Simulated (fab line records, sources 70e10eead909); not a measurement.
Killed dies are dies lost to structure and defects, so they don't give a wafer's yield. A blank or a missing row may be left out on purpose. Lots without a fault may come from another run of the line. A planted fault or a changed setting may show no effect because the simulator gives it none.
A struck lot beside a sound one | flow nand_harc | 12 steps out of a route of 1159
Sound: wafers L742.3, L742.5, L742.6. Struck: wafers L747.2, L747.4, L747.6. The cause comes at the end.
At each step with rows: each side's tool, then ch and its chambers, then its first start. Under that, the readings that differ: sound wafers | struck wafers | difference of the means | sigmas: that difference in standard deviations of wafers without a fault.
alike: readings whose means differ by less than 2 such deviations, and words and numbers that are the same on both sides. not compared: withheld readings, readings that some wafer has no value for, bounds like >300 that may hide the same value, and numbers for which the record gives no deviation and whose values overlap.
The two part at a step that has a row with sigmas, a row that says differs or no value, or rows on one side only. Numbers that don't overlap but have no deviation are shown without sigmas and don't part them. A reading that every wafer of one side lacks parts them only if that side has two wafers or more.

NHARC_A_CHANNEL_FILL_D1_CMP_10: polishes, target thk 150 nm.
  sound on cmp-03 ch 0,1, day 12 20:47; struck on cmp-03 ch 1,3, day 13 15:54
  reading                | sound         | struck         | difference | sigmas
  time_to_endpoint_s (s) | 8.9 12.6 14.3 | 18.3 14.2 18.7 | +5.1       | +2
  alike: motor_current_A, retaining_ring_pressure_frac
then, 1 step without rows for these wafers: NHARC_A_CHANNEL_FILL_D1_SRD_12.
NHARC_A_CHANNEL_FILL_D1_RTA_24: time 5 s.
  sound on rtp_anneal-01 ch 0, day 12 21:14; struck on rtp_anneal-01 ch 0, day 13 16:31
  alike: lamp_power_pct, wafer_temp_C_max
NHARC_A_CHANNEL_FILL_D1_INSPECT_13:
  sound on defect_inspect-02, day 12 21:23; struck on defect_inspect-01, day 13 16:41
  alike: raw_defect_count
NHARC_A_STAIRCASE_DEP_156: deposits SiNx, target thk 50 nm.
  sound on pecvd-01 ch 0,1,2, day 12 21:31; struck on pecvd-01 ch 1,2, day 13 16:48
  alike: heater_power_w
then, 5 steps without rows for these wafers: NHARC_A_STAIRCASE_DEHYDRATE_158 (time 120 s); NHARC_A_STAIRCASE_HMDS_159 (time 30 s); NHARC_A_STAIRCASE_COAT_160; NHARC_A_STAIRCASE_SOFTBAKE_161 (time 170 s); NHARC_A_STAIRCASE_EBR_162.
NHARC_A_STAIRCASE_EXPOSE_163: exposes mask STAIR OPEN.
  sound on krf_scanner-01 ch 0, day 12 22:09; struck on krf_scanner-02, day 13 17:22
  no value came back on the struck wafers for exposure_dose_mJ_cm2, focus_offset_nm (nm); on the sound wafers exposure_dose_mJ_cm2 reads 20.011 19.994 19.990
  alike: mask
then, 1 step without rows for these wafers: NHARC_A_STAIRCASE_PEB_164 (peb time 130 s).

WHERE THEY PART
First at NHARC_A_CHANNEL_FILL_D1_CMP_10; last, within this record, at NHARC_A_STAIRCASE_EXPOSE_163.

WHY: what the simulator had put in
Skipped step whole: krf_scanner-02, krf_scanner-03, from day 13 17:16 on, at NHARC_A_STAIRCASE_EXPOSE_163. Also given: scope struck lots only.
